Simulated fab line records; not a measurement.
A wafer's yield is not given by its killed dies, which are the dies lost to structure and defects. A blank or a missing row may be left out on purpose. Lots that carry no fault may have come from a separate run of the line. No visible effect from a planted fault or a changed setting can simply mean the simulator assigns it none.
fab line records | flow n5_finfet | part 1 of 2: steps 1 to 17 of 28
[record] lots = 5 | wafers = 15 | last_day = 15
route steps=1938 shown BEOL_M5@1152
lots untouched by any fault: they come from a run of this same line in which no faults occurred
start_h: the number of hours between the record's first day and the start of the first shown wafer of the lot | wait_h: hours elapsed since this lot's preceding step | " repeats the value in the row above | L1.1+2: several wafers, shown together as one row | - value missing, or start not given | * or withheld: withheld | < > ~ a bound
route shown NAME@n: names a module that has steps shown in the file, with the first one's number in the route | usual: mean/standard deviation taken from wafers without a fault | same: alike in all rows | chamber/n: place in a boat | sites: readings site by site | _std_site: the standard deviation of these | _edge_site: the outer-site mean with the inner-site mean subtracted | radius_mm: for every site, how far away it sits from the centre of the wafer | mask NAME#n: copy n | behind: tool/chamber where the wafer was last shaped | hold: what put the lot on hold/how long, in hours/how the hold closed | device: whichever transistor did not switch (one of n, p or np) | end of line: at the end of the route, the tests of the same wafers | where a step has no rows: the recipe by itself | killed: not the wafer's yield, but the dies lost to structure and defects at the first sort | map: per-die view of a wafer (x killed, . not killed, _ where there is no die)
set.NAME: setting as actually run; set.NAME@STEP: the setting as run at that earlier step | model.NAME: the simulator's own value behind a step, which no gauge read
lots seen at some steps along the route; tables by step, rows by wafer
services: from which hour (start_h, from the record's first day; less than 0 if before it) a tool's chamber was out of use, for how many hours, and why
[[steps]]
[step N5_BEOL_M5_ETCH_75]
[recipe] chemistry = N2/H2 | target = underlayer | target_depth_a = 65 | mask_material = CAR-EUV | time_s = 5.2 | ion_energy_ev = 200 | pressure_mtorr = 30 | source_w = 840 | bias_w = 150 | n2_flow_sccm = 200 | h2_flow_sccm = 200 | ends = cleared
[usual] drypump_motor_current_A = 5.7/0.44 | etch_rf_on_time_s = 5.18/0.066 | oes_product_au = 0.65/0.06 | rf_vpp_V = 525.9/2.1 | showerhead_plenum_p_Torr = 2.61/0.055 | throttle_valve_pct = 17.79/0.19
lot.wafer | tool        | chamber | start_h | wait_h | drypump_motor_current_A | etch_rf_on_time_s | oes_product_au | rf_hours_counter_h | rf_vpp_V | showerhead_plenum_p_Torr | throttle_valve_pct
L075.1    | rie_diel-03 | 0       | 180.34  | 0.0    | 5.3                     | 5.26              | 0.62           | 171                | 528.2    | 2.64                     | 17.57
L075.2    | "           | 3       | "       | "      | 5.8                     | 5.21              | 0.77           | 25                 | 524.8    | 2.60                     | 17.74
L075.5    | "           | 0       | "       | "      | 5.3                     | 5.28              | 0.62           | -                  | 525.6    | 2.64                     | 17.56
L079.1    | rie_diel-01 | 2       | 198.64  | 0.0    | 5.4                     | 5.10              | 0.59           | 234                | 524.2    | 2.62                     | 18.04
L079.4    | "           | 3       | "       | "      | 5.8                     | 5.13              | 0.71           | 69                 | 520.4    | 2.47                     | 17.62
L079.6    | "           | 1       | "       | "      | 5.0                     | 5.06              | 0.74           | -                  | 528.9    | 2.71                     | 17.65
L082.1    | rie_diel-03 | 2       | 214.41  | 0.0    | 6.0                     | 5.11              | 0.62           | 202                | 528.0    | 2.63                     | 17.94
L082.4    | "           | 0       | "       | "      | 5.3                     | 5.23              | 0.62           | -                  | 525.1    | 2.63                     | 17.57
L082.6    | "           | 1       | "       | "      | 5.9                     | 5.12              | 0.64           | -                  | 524.0    | 2.63                     | 17.94
L084.1    | rie_diel-03 | 2       | 234.95  | 0.0    | 6.0                     | 5.16              | 0.61           | 211                | 525.5    | 2.63                     | 17.96
L084.3    | "           | 0       | "       | "      | 5.3                     | 5.24              | 0.62           | 191                | 526.8    | 2.63                     | 17.59
L084.5    | "           | 1       | "       | "      | 5.9                     | 5.17              | 0.62           | -                  | 525.7    | 2.62                     | 17.99
L089.1    | rie_diel-01 | 1       | 262.34  | 0.0    | 5.0                     | 5.05              | 0.73           | 59                 | 528.0    | 2.70                     | 17.68
L089.2    | "           | 0       | "       | "      | 6.7                     | 5.25              | 0.62           | 193                | 528.2    | 2.62                     | 17.78
L089.6    | "           | 1       | "       | "      | 5.0                     | 5.08              | 0.72           | -                  | 529.8    | 2.70                     | 17.71
[step N5_BEOL_M5_ETCH_67]
[recipe] chemistry = CF4 | target = SiARC | target_depth_a = 156 | mask_material = CAR-EUV | time_s = 26 | ion_energy_ev = 80 | pressure_mtorr = 40 | source_w = 545 | bias_w = 36 | Ar_flow_sccm = 100 | cf4_flow_sccm = 100 | ends = cleared
[usual] drypump_motor_current_A = 5.7/0.44 | etch_rf_on_time_s = 26.0/0.33 | mfc_ar_sccm = 100.02/0.28 | oes_product_au = 0.65/0.06 | rf_vpp_V = 184.8/0.99 | showerhead_plenum_p_Torr = 2.20/0.044 | throttle_valve_pct = 15.56/0.2
lot.wafer | tool        | chamber | start_h | wait_h | drypump_motor_current_A | etch_rf_on_time_s | mfc_ar_sccm | oes_product_au | rf_hours_counter_h | rf_vpp_V | showerhead_plenum_p_Torr | throttle_valve_pct
L075.1    | rie_diel-03 | 0       | 180.35  | 0.0    | 5.3                     | 26.3              | 99.94       | 0.62           | 171                | 185.2    | 2.22                     | 15.33
L075.2    | "           | 3       | "       | "      | 5.7                     | 26.1              | 100.12      | 0.76           | 25                 | 185.5    | 2.18                     | 15.44
L075.5    | "           | 0       | "       | "      | 5.2                     | 26.2              | 100.20      | 0.63           | -                  | 186.3    | 2.22                     | 15.31
L079.1    | rie_diel-01 | 2       | 198.65  | 0.0    | 5.4                     | 25.6              | 100.35      | 0.59           | 234                | 185.3    | 2.20                     | 15.83
L079.4    | "           | 3       | "       | "      | 5.7                     | 25.9              | 100.41      | 0.72           | 69                 | 184.0    | 2.09                     | 15.38
L079.6    | "           | 1       | "       | "      | 5.0                     | 25.5              | 100.07      | 0.74           | -                  | 186.6    | 2.26                     | 15.45
L082.1    | rie_diel-03 | 2       | 214.42  | 0.0    | 6.0                     | 25.9              | 100.15      | 0.61           | 202                | 185.1    | 2.21                     | 15.70
L082.4    | "           | 0       | "       | "      | 5.3                     | 26.3              | 99.77       | 0.62           | -                  | 184.3    | 2.21                     | 15.34
L082.6    | "           | 1       | "       | "      | 5.9                     | 26.4              | 100.51      | 0.63           | -                  | 184.4    | 2.21                     | 15.75
L084.1    | rie_diel-03 | 2       | 234.97  | 0.0    | 6.0                     | 25.9              | 99.72       | 0.61           | 211                | 184.7    | 2.20                     | 15.72
L084.3    | "           | 0       | "       | "      | 5.2                     | 26.4              | 100.23      | 0.61           | 191                | 184.1    | 2.21                     | 15.35
L084.5    | "           | 1       | "       | "      | 5.9                     | 26.1              | 100.40      | 0.62           | -                  | 184.1    | 2.21                     | 15.77
L089.1    | rie_diel-01 | 1       | 262.36  | 0.0    | 5.0                     | 25.8              | 99.56       | 0.71           | 59                 | 186.3    | 2.26                     | 15.49
L089.2    | "           | 0       | "       | "      | 6.7                     | 26.3              | 99.91       | 0.62           | 193                | 186.2    | 2.21                     | 15.63
L089.6    | "           | 1       | "       | "      | 5.0                     | 25.5              | 100.10      | 0.72           | -                  | 186.0    | 2.26                     | 15.49
[step N5_BEOL_M5_ETCH_68]
[recipe] chemistry = N2/H2 | target = SOC | target_depth_a = 800 | overetch_a = 160 | mask_material = SiARC | temp_c = 40 | time_s = 120 | ion_energy_ev = 200 | pressure_mtorr = 30 | source_w = 840 | bias_w = 150 | n2_flow_sccm = 200 | h2_flow_sccm = 200
[usual] drypump_motor_current_A = 5.7/0.44 | oes_product_au = 0.59/0.051 | rf_vpp_V = 525.8/1.7 | showerhead_plenum_p_Torr = 2.61/0.055 | throttle_valve_pct = 17.75/0.19
lot.wafer | tool        | chamber | start_h | wait_h | drypump_motor_current_A | oes_product_au | rf_hours_counter_h | rf_vpp_V | showerhead_plenum_p_Torr | throttle_valve_pct
L075.1    | rie_diel-03 | 0       | 180.38  | 0.0    | 5.3                     | 0.57           | 171                | 526.2    | 2.64                     | 17.52
L075.2    | "           | 3       | "       | "      | 5.7                     | 0.68           | 25                 | 525.0    | 2.60                     | 17.71
L075.5    | "           | 0       | "       | "      | 5.3                     | 0.56           | -                  | 526.3    | 2.64                     | 17.53
L079.1    | rie_diel-01 | 2       | 198.68  | 0.0    | 5.4                     | 0.53           | 234                | 525.9    | 2.62                     | 18.00
L079.4    | "           | 3       | "       | "      | 5.7                     | 0.63           | 69                 | 523.6    | 2.47                     | 17.58
L079.6    | "           | 1       | "       | "      | 5.0                     | 0.65           | -                  | 528.7    | 2.71                     | 17.63
L082.1    | rie_diel-03 | 2       | 214.45  | 0.0    | 6.0                     | 0.55           | 202                | 525.1    | 2.63                     | 17.90
L082.4    | "           | 0       | "       | "      | 5.3                     | 0.56           | -                  | 525.9    | 2.63                     | 17.54
L082.6    | "           | 1       | "       | "      | 5.9                     | 0.57           | -                  | 525.8    | 2.63                     | 17.91
L084.1    | rie_diel-03 | 2       | 235.00  | 0.0    | 6.0                     | 0.54           | 211                | 525.6    | 2.63                     | 17.92
L084.3    | "           | 0       | "       | "      | 5.3                     | 0.55           | 191                | 526.5    | 2.63                     | 17.56
L084.5    | "           | 1       | "       | "      | 5.9                     | 0.56           | -                  | 526.1    | 2.62                     | 17.92
L089.1    | rie_diel-01 | 1       | 262.39  | 0.0    | 5.0                     | 0.64           | 59                 | 527.7    | 2.70                     | 17.65
L089.2    | "           | 0       | "       | "      | 6.7                     | 0.56           | 193                | 525.5    | 2.62                     | 17.74
L089.6    | "           | 1       | "       | "      | 5.0                     | 0.64           | -                  | 527.5    | 2.70                     | 17.66
[step N5_BEOL_M5_STRIP_69]
[recipe] chemistry = N2/H2 | temp_c = 40 | n2_flow_sccm = 200 | h2_flow_sccm = 200 | rf_frequency_hz = 6e+07
lot.wafer  | tool        | chamber | start_h | wait_h
L075.1+2+5 | rie_diel-03 | 0,3,0   | 180.46  | 0.0
L079.1+4+6 | rie_diel-01 | 2,3,1   | 198.76  | 0.0
L082.1+4+6 | rie_diel-03 | 2,0,1   | 214.53  | 0.0
L084.1+3+5 | rie_diel-03 | 2,0,1   | 235.08  | 0.0
L089.1+2+6 | rie_diel-01 | 1,0,1   | 262.47  | 0.0
[step N5_BEOL_M5_STRIP_76]
[recipe] chemistry = N2/H2 | temp_c = 40 | n2_flow_sccm = 200 | h2_flow_sccm = 200 | rf_frequency_hz = 6e+07
lot.wafer  | tool        | chamber | start_h | wait_h
L075.1+2+5 | rie_diel-03 | 0,3,0   | 180.47  | 0.0
L079.1+4+6 | rie_diel-01 | 2,3,1   | 198.77  | 0.0
L082.1+4+6 | rie_diel-03 | 2,0,1   | 214.54  | 0.0
L084.1+3+5 | rie_diel-03 | 2,0,1   | 235.09  | 0.0
L089.1+2+6 | rie_diel-01 | 1,0,1   | 262.48  | 0.0
[step N5_BEOL_M5_VIA_ETCH_34]
[recipe] chemistry = C4F6/O2 | target = SiCOH_lowk | target_depth_a = 883 | mask_material = SOC | taper_deg = 4 | time_s = 39.2 | ion_energy_ev = 250 | pressure_mtorr = 30 | source_w = 345 | bias_w = 185 | Ar_flow_sccm = 300 | C4F6_flow_sccm = 10 | O2_flow_sccm = 10
[usual] C4F6_flow_sccm = 10.005/0.027 | drypump_motor_current_A = 5.7/0.44 | mfc_ar_sccm = 300.0/0.9 | oes_product_au = 0.76/0.071 | rf_vpp_V = 669/4.5 | showerhead_plenum_p_Torr = 2.92/0.059 | throttle_valve_pct = 20.78/0.19
lot.wafer | tool        | chamber | start_h | wait_h | C4F6_flow_sccm | drypump_motor_current_A | mfc_ar_sccm | oes_product_au | rf_hours_counter_h | rf_vpp_V | showerhead_plenum_p_Torr | throttle_valve_pct
L075.1    | rie_diel-03 | 0       | 180.48  | 0.0    | 9.997          | 5.3                     | 299.5       | 0.73           | 171                | 672      | 2.95                     | 20.53
L075.2    | "           | 3       | "       | "      | 9.997          | 5.8                     | 299.9       | 0.90           | 25                 | 665      | 2.89                     | 20.68
L075.5    | "           | 0       | "       | "      | 9.992          | 5.3                     | 299.9       | 0.73           | -                  | 672      | 2.95                     | 20.53
L079.1    | rie_diel-01 | 2       | 198.78  | 0.0    | 10.013         | 5.4                     | 299.7       | 0.69           | 234                | 674      | 2.92                     | 21.01
L079.4    | "           | 3       | "       | "      | 9.985          | 5.7                     | 302.0       | 0.85           | 69                 | 667      | 2.76                     | 20.61
L079.6    | "           | 1       | "       | "      | 10.050         | 5.0                     | 299.8       | 0.88           | -                  | 660      | 3.00                     | 20.71
L082.1    | rie_diel-03 | 2       | 214.55  | 0.0    | 10.019         | 6.0                     | 301.6       | 0.72           | 202                | 672      | 2.93                     | 20.87
L082.4    | "           | 0       | "       | "      | 9.982          | 5.2                     | 299.2       | 0.73           | -                  | 673      | 2.94                     | 20.55
L082.6    | "           | 1       | "       | "      | 9.994          | 5.9                     | 300.7       | 0.72           | -                  | 670      | 2.94                     | 20.97
L084.1    | rie_diel-03 | 2       | 235.10  | 0.0    | 9.994          | 6.0                     | 299.8       | 0.71           | 211                | 670      | 2.92                     | 20.89
L084.3    | "           | 0       | "       | "      | 9.976          | 5.2                     | 300.6       | 0.71           | 191                | 674      | 2.94                     | 20.56
L084.5    | "           | 1       | "       | "      | 9.995          | 5.9                     | 301.2       | 0.73           | -                  | 670      | 2.94                     | 21.00
L089.1    | rie_diel-01 | 1       | 262.49  | 0.0    | 10.033         | 5.0                     | 299.1       | 0.84           | 59                 | 658      | 3.00                     | 20.72
L089.2    | "           | 0       | "       | "      | 10.000         | 6.7                     | 300.2       | 0.73           | 194                | 668      | 2.94                     | 20.82
L089.6    | "           | 1       | "       | "      | 9.990          | 5.0                     | 298.9       | 0.84           | -                  | 659      | 2.99                     | 20.73
[step N5_BEOL_M5_STRIP_85]
[recipe] chemistry = C4F6/O2 | resist = SiARC | rf_frequency_hz = 6e+07
lot.wafer  | tool        | chamber | start_h | wait_h
L075.1+2+5 | rie_diel-03 | 0,3,0   | 180.52  | 0.0
L079.1+4+6 | rie_diel-01 | 2,3,1   | 198.82  | 0.0
L082.1+4+6 | rie_diel-03 | 2,0,1   | 214.59  | 0.0
L084.1+3+5 | rie_diel-03 | 2,0,1   | 235.13  | 0.0
L089.1+2+6 | rie_diel-01 | 1,0,1   | 262.52  | 0.0
[step N5_BEOL_M5_STRIP_36]
[recipe] chemistry = N2/H2 | power_w = 450 | temp_c = 40 | pressure_mtorr = 20 | rf_frequency_hz = 6e+07 | overash_fraction = 0.3 | bias_power_w = 7 | h2_frac = 0.5 | n2_flow_sccm = 200 | h2_flow_sccm = 200
[usual] drypump_motor_current_A = 5.7/0.44 | oes_product_au = 0.77/0.073 | rf_vpp_V = 59.4/1.4 | showerhead_plenum_p_Torr = 2.61/0.055 | throttle_valve_pct = 23.55/0.21
lot.wafer | tool        | chamber | start_h | wait_h | drypump_motor_current_A | oes_product_au | rf_hours_counter_h | rf_vpp_V | showerhead_plenum_p_Torr | throttle_valve_pct
L075.1    | rie_diel-03 | 0       | 180.53  | 0.0    | 5.3                     | 0.74           | 171                | 58.4     | 2.63                     | 23.37
L075.2    | "           | 3       | "       | "      | 5.7                     | 0.89           | 25                 | 60.1     | 2.60                     | 23.63
L075.5    | "           | 0       | "       | "      | 5.3                     | 0.73           | -                  | 60.0     | 2.63                     | 23.36
L079.1    | rie_diel-01 | 2       | 198.83  | 0.0    | 5.4                     | 0.68           | 234                | 58.7     | 2.61                     | 23.76
L079.4    | "           | 3       | "       | "      | 5.7                     | 0.85           | 69                 | 60.2     | 2.47                     | 23.37
L079.6    | "           | 1       | "       | "      | 5.0                     | 0.86           | -                  | 61.1     | 2.70                     | 23.40
L082.1    | rie_diel-03 | 2       | 214.60  | 0.0    | 6.0                     | 0.71           | 202                | 60.0     | 2.63                     | 23.72
L082.4    | "           | 0       | "       | "      | 5.2                     | 0.71           | -                  | 59.4     | 2.63                     | 23.38
L082.6    | "           | 1       | "       | "      | 5.9                     | 0.73           | -                  | 60.6     | 2.62                     | 23.76
L084.1    | rie_diel-03 | 2       | 235.14  | 0.0    | 6.0                     | 0.70           | 211                | 62.6     | 2.62                     | 23.69
L084.3    | "           | 0       | "       | "      | 5.3                     | 0.72           | 191                | 61.6     | 2.63                     | 23.38
L084.5    | "           | 1       | "       | "      | 5.9                     | 0.73           | -                  | 57.3     | 2.62                     | 23.77
L089.1    | rie_diel-01 | 1       | 262.53  | 0.0    | 5.0                     | 0.85           | 59                 | 58.0     | 2.69                     | 23.42
L089.2    | "           | 0       | "       | "      | 6.7                     | 0.74           | 194                | 59.0     | 2.62                     | 23.46
L089.6    | "           | 1       | "       | "      | 5.0                     | 0.84           | -                  | 60.4     | 2.69                     | 23.38
[step N5_BEOL_M5_TRENCH_ETCH_37]
[recipe] chemistry = C4F6/O2 | target_depth_a = 716.52 | target = SiCOH_lowk | time_s = 24.7 | ion_energy_ev = 250 | pressure_mtorr = 30 | source_w = 345 | bias_w = 185 | Ar_flow_sccm = 300 | C4F6_flow_sccm = 10 | O2_flow_sccm = 10
[usual] C4F6_flow_sccm = 10.002/0.029 | drypump_motor_current_A = 5.7/0.44 | mfc_ar_sccm = 299.8/0.9 | oes_product_au = 0.76/0.072 | rf_vpp_V = 669/4.5 | showerhead_plenum_p_Torr = 2.92/0.059 | throttle_valve_pct = 20.82/0.19
lot.wafer | tool        | chamber | start_h | wait_h | C4F6_flow_sccm | drypump_motor_current_A | mfc_ar_sccm | oes_product_au | rf_hours_counter_h | rf_vpp_V | showerhead_plenum_p_Torr | throttle_valve_pct
L075.1    | rie_diel-03 | 0       | -       | -      | 9.999          | 5.3                     | 298.8       | 0.73           | 171                | 674      | 2.95                     | 20.58
L075.2    | "           | 3       | "       | "      | 9.970          | 5.7                     | 299.2       | 0.89           | 25                 | 666      | 2.89                     | 20.72
L075.5    | "           | 0       | "       | "      | 9.994          | 5.3                     | 298.5       | 0.73           | -                  | 673      | 2.95                     | 20.58
L079.1    | rie_diel-01 | 2       | -       | -      | 9.982          | 5.4                     | 300.8       | 0.69           | 234                | 674      | 2.92                     | 21.05
L079.4    | "           | 3       | "       | "      | 9.953          | 5.7                     | 298.7       | 0.84           | 69                 | 667      | 2.76                     | 20.66
L079.6    | "           | 1       | "       | "      | 10.026         | 5.0                     | 301.1       | 0.86           | -                  | 658      | 3.00                     | 20.73
L082.1    | rie_diel-03 | 2       | -       | -      | 9.966          | 6.0                     | 301.6       | 0.72           | 202                | 672      | 2.93                     | 20.91
L082.4    | "           | 0       | "       | "      | 10.026         | 5.2                     | 299.4       | 0.72           | -                  | 674      | 2.94                     | 20.58
L082.6    | "           | 1       | "       | "      | 9.983          | 6.0                     | 298.5       | 0.74           | -                  | 672      | 2.94                     | 21.03
L084.1    | rie_diel-03 | 2       | -       | -      | 9.996          | 6.0                     | 297.9       | 0.71           | 211                | 672      | 2.92                     | 20.92
L084.3    | "           | 0       | "       | "      | 10.026         | 5.3                     | 299.9       | 0.71           | 191                | 672      | 2.94                     | 20.60
L084.5    | "           | 1       | "       | "      | 9.992          | 5.9                     | 299.7       | 0.73           | -                  | 671      | 2.94                     | 21.01
L089.1    | rie_diel-01 | 1       | -       | -      | 10.007         | 5.0                     | 299.8       | 0.84           | 59                 | 660      | 2.99                     | 20.77
L089.2    | "           | 0       | "       | "      | 10.002         | 6.7                     | 298.8       | 0.73           | 194                | 669      | 2.94                     | 20.88
L089.6    | "           | 1       | "       | "      | 9.995          | 5.0                     | 300.2       | 0.83           | -                  | 659      | 2.99                     | 20.77
[step N5_BEOL_M5_ETCH_41]
[recipe] chemistry = CH3F/O2 | target = SiCN | target_depth_a = 315 | taper_deg = 2 | time_s = 56.7 | ion_energy_ev = 120 | mask_material = TiN | pressure_mtorr = 30 | source_w = 395 | bias_w = 75 | Ar_flow_sccm = 150 | CH3F_flow_sccm = 30 | O2_flow_sccm = 20
[usual] drypump_motor_current_A = 5.7/0.44 | mfc_ar_sccm = 150.0/0.44 | oes_product_au = 0.76/0.071 | rf_vpp_V = 298.5/1.2 | showerhead_plenum_p_Torr = 2.05/0.044 | throttle_valve_pct = 16.25/0.19
lot.wafer | tool        | chamber | start_h | wait_h | drypump_motor_current_A | mfc_ar_sccm | oes_product_au | rf_hours_counter_h | rf_vpp_V | showerhead_plenum_p_Torr | throttle_valve_pct
L075.1    | rie_diel-03 | 0       | -       | -      | 5.3                     | 150.3       | 0.73           | 171                | 300.0    | 2.07                     | 16.03
L075.2    | "           | 3       | "       | "      | 5.7                     | 150.0       | 0.89           | 25                 | 297.3    | 2.04                     | 16.12
L075.5    | "           | 0       | "       | "      | 5.2                     | 150.8       | 0.73           | -                  | 298.8    | 2.07                     | 16.04
L079.1    | rie_diel-01 | 2       | -       | -      | 5.4                     | 150.1       | 0.69           | 234                | 298.6    | 2.06                     | 16.51
L079.4    | "           | 3       | "       | "      | 5.7                     | 150.0       | 0.84           | 69                 | 296.0    | 1.94                     | 16.06
L079.6    | "           | 1       | "       | "      | 5.0                     | 149.7       | 0.86           | -                  | 300.0    | 2.12                     | 16.12
L082.1    | rie_diel-03 | 2       | -       | -      | 6.0                     | 150.3       | 0.72           | 202                | 297.6    | 2.06                     | 16.37
L082.4    | "           | 0       | "       | "      | 5.3                     | 149.7       | 0.72           | -                  | 298.0    | 2.07                     | 16.04
L082.6    | "           | 1       | "       | "      | 5.9                     | 150.3       | 0.74           | -                  | 298.8    | 2.07                     | 16.43
L084.1    | rie_diel-03 | 2       | -       | -      | 5.9                     | 150.2       | 0.72           | 211                | 298.7    | 2.06                     | 16.39
L084.3    | "           | 0       | "       | "      | 5.2                     | 150.0       | 0.72           | 191                | 299.7    | 2.07                     | 16.06
L084.5    | "           | 1       | "       | "      | 5.9                     | 149.7       | 0.73           | -                  | 298.6    | 2.07                     | 16.47
L089.1    | rie_diel-01 | 1       | -       | -      | 5.0                     | 150.5       | 0.84           | 59                 | 299.9    | 2.11                     | 16.17
L089.2    | "           | 0       | "       | "      | 6.6                     | 150.3       | 0.73           | 194                | 300.1    | 2.07                     | 16.32
L089.6    | "           | 1       | "       | "      | 5.0                     | 150.9       | 0.84           | -                  | 299.6    | 2.11                     | 16.17
[step N5_BEOL_M5_STRIP_91]
[recipe] chemistry = N2/H2 | time_s = 10 | power_w = 450 | temp_c = 40 | pressure_mtorr = 20 | rf_frequency_hz = 6e+07 | bias_power_w = 7 | n2_flow_sccm = 200 | h2_flow_sccm = 200
[usual] drypump_motor_current_A = 5.7/0.44 | oes_product_au = 0.76/0.071 | rf_vpp_V = 59.5/0.86 | showerhead_plenum_p_Torr = 2.61/0.055 | throttle_valve_pct = 23.55/0.21
lot.wafer | tool        | chamber | start_h | wait_h | drypump_motor_current_A | oes_product_au | rf_hours_counter_h | rf_vpp_V | showerhead_plenum_p_Torr | throttle_valve_pct
L075.1    | rie_diel-03 | 0       | -       | -      | 5.3                     | 0.73           | 171                | 58.9     | 2.63                     | 23.37
L075.2    | "           | 3       | "       | "      | 5.8                     | 0.89           | 25                 | 58.5     | 2.60                     | 23.63
L075.5    | "           | 0       | "       | "      | 5.3                     | 0.73           | -                  | 58.6     | 2.63                     | 23.35
L079.1    | rie_diel-01 | 2       | -       | -      | 5.4                     | 0.69           | 234                | 60.2     | 2.61                     | 23.72
L079.4    | "           | 3       | "       | "      | 5.7                     | 0.86           | 69                 | 57.8     | 2.47                     | 23.36
L079.6    | "           | 1       | "       | "      | 5.0                     | 0.87           | -                  | 59.7     | 2.70                     | 23.37
L082.1    | rie_diel-03 | 2       | -       | -      | 6.0                     | 0.73           | 202                | 58.7     | 2.63                     | 23.70
L082.4    | "           | 0       | "       | "      | 5.3                     | 0.72           | -                  | 57.5     | 2.63                     | 23.38
L082.6    | "           | 1       | "       | "      | 5.9                     | 0.74           | -                  | 59.7     | 2.62                     | 23.74
L084.1    | rie_diel-03 | 2       | -       | -      | 6.0                     | 0.72           | 211                | 59.3     | 2.62                     | 23.71
L084.3    | "           | 0       | "       | "      | 5.3                     | 0.72           | 191                | 60.1     | 2.62                     | 23.38
L084.5    | "           | 1       | "       | "      | 5.9                     | 0.73           | -                  | 60.3     | 2.62                     | 23.76
L089.1    | rie_diel-01 | 1       | -       | -      | 5.0                     | 0.85           | 59                 | 58.3     | 2.69                     | 23.40
L089.2    | "           | 0       | "       | "      | 6.7                     | 0.73           | 194                | 60.4     | 2.62                     | 23.47
L089.6    | "           | 1       | "       | "      | 5.0                     | 0.83           | -                  | 58.8     | 2.69                     | 23.39
[step N5_BEOL_M5_OCD_MEAS_38]
[usual] trench_depth_nm = 71.4/1.1
lot.wafer | tool   | chamber | start_h | wait_h | trench_depth_nm
L075.1    | ocd-01 | -       | 180.72  | -      | 70.1
L075.2    | "      | -       | "       | "      | 71.4
L075.5    | "      | -       | "       | "      | 70.4
L079.1    | ocd-01 | -       | 199.02  | -      | 71.8
L079.4    | "      | -       | "       | "      | 72.7
L079.6    | "      | -       | "       | "      | 71.9
L082.1    | ocd-02 | -       | 214.79  | -      | 71.2
L082.4    | "      | -       | "       | "      | 70.0
L082.6    | "      | -       | "       | "      | 71.6
L084.1    | ocd-01 | -       | 235.34  | -      | 71.1
L084.3    | "      | -       | "       | "      | 69.3
L084.5    | "      | -       | "       | "      | 70.8
L089.1    | ocd-01 | -       | 262.73  | -      | 72.3
L089.2    | "      | -       | "       | "      | 70.2
L089.6    | "      | -       | "       | "      | 71.8
[step N5_BEOL_M5_HM_STRIP_39]
[recipe] chemistry = peroxide_tin_strip | material = TiN | target_depth_a = 250 | temp_c = 50 | time_s = 158
[usual] bath_guard_temp_C = 50.0/0.5
lot.wafer | tool         | chamber | start_h | wait_h | bath_guard_temp_C
L075.1    | wet_bench-03 | 0       | 180.75  | 0.0    | 50.3
L075.2    | "            | 4       | "       | "      | 49.8
L075.5    | "            | 1       | "       | "      | 49.8
L079.1    | wet_bench-03 | 7       | 199.05  | 0.0    | 50.5
L079.4    | "            | 2       | "       | "      | 50.0
L079.6    | "            | 5       | "       | "      | 48.9
L082.1    | wet_bench-05 | 3       | 214.83  | 0.0    | 50.6
L082.4    | "            | 4       | "       | "      | 49.7
L082.6    | "            | 6       | "       | "      | 50.7
L084.1    | wet_bench-05 | 6       | 235.38  | 0.0    | 50.8
L084.3    | "            | 1       | "       | "      | 50.3
L084.5    | "            | 5       | "       | "      | 50.6
L089.1    | wet_bench-05 | 5       | 262.76  | 0.0    | 49.9
L089.2    | "            | 1       | "       | "      | 50.0
L089.6    | "            | 2       | "       | "      | 51.2
[step N5_BEOL_M5_SRD_40]
[recipe] time_s = 30 | temp_c = 23 | rinse_liquid = diw | dry = ipa_marangoni
lot.wafer  | tool         | chamber | start_h | wait_h
L075.1+2+5 | wet_bench-03 | 0,4,1   | 180.80  | 0.0
L079.1+4+6 | wet_bench-03 | 7,2,5   | 199.15  | 0.0
L082.1+4+6 | wet_bench-05 | 3,4,6   | 214.87  | 0.0
L084.1+3+5 | wet_bench-05 | 6,1,5   | 235.42  | 0.0
L089.1+2+6 | wet_bench-05 | 5,1,2   | 262.81  | 0.0
[step N5_BEOL_M5_PRECLEAN_42]
[recipe] chemistry = residue_remover | time_s = 60 | temp_c = 40
[usual] bath_guard_temp_C = 40.0/0.48
lot.wafer | tool         | chamber | start_h | wait_h | bath_guard_temp_C
L075.1    | wet_bench-03 | 0       | 180.82  | 0.0    | 40.1
L075.2    | "            | 4       | "       | "      | 39.7
L075.5    | "            | 1       | "       | "      | 40.2
L079.1    | wet_bench-03 | 7       | 199.18  | 0.0    | 40.3
L079.4    | "            | 2       | "       | "      | 40.3
L079.6    | "            | 5       | "       | "      | 38.9
L082.1    | wet_bench-05 | 3       | 214.89  | 0.0    | 40.4
L082.4    | "            | 4       | "       | "      | 40.1
L082.6    | "            | 6       | "       | "      | 40.9
L084.1    | wet_bench-05 | 6       | 235.44  | 0.0    | 40.9
L084.3    | "            | 1       | "       | "      | 40.2
L084.5    | "            | 5       | "       | "      | 39.9
L089.1    | wet_bench-05 | 5       | 262.82  | 0.0    | 39.9
L089.2    | "            | 1       | "       | "      | 40.1
L089.6    | "            | 2       | "       | "      | 40.8
[step N5_BEOL_M5_SRD_43]
[recipe] time_s = 30 | temp_c = 23 | rinse_liquid = diw | dry = ipa_marangoni
lot.wafer  | tool         | chamber | start_h | wait_h
L075.1+2+5 | wet_bench-03 | 0,4,1   | 180.83  | 0.0
L079.1+4+6 | wet_bench-03 | 7,2,5   | 199.21  | 0.0
L082.1+4+6 | wet_bench-05 | 3,4,6   | 214.91  | 0.0
L084.1+3+5 | wet_bench-05 | 6,1,5   | 235.46  | 0.0
L089.1+2+6 | wet_bench-05 | 5,1,2   | 262.84  | 0.0
[step N5_BEOL_M5_CD_MEAS_35]
[recipe] target_cd_nm = 28 | target_cd_y_nm = 24 | polarity = opening
[usual] cd_nm = 27.98/0.29
lot.wafer | tool      | chamber | start_h | wait_h | cd_nm
L075.1    | cd_sem-01 | -       | 180.87  | 0.0    | 28.41
L075.2    | "         | -       | "       | "      | 27.89
L075.5    | "         | -       | "       | "      | 28.29
L079.1    | cd_sem-01 | -       | 199.27  | 0.0    | 27.94
L079.4    | "         | -       | "       | "      | 28.02
L079.6    | "         | -       | "       | "      | 27.87
L082.1    | cd_sem-01 | -       | 214.94  | 0.0    | 27.67
L082.4    | "         | -       | "       | "      | 27.43
L082.6    | "         | -       | "       | "      | 28.13
L084.1    | cd_sem-01 | -       | 235.50  | 0.0    | 27.12
L084.3    | "         | -       | "       | "      | 28.31
L084.5    | "         | -       | "       | "      | 27.77
L089.1    | cd_sem-01 | -       | 262.88  | 0.0    | 27.84
L089.2    | "         | -       | "       | "      | 28.41
L089.6    | "         | -       | "       | "      | 28.47
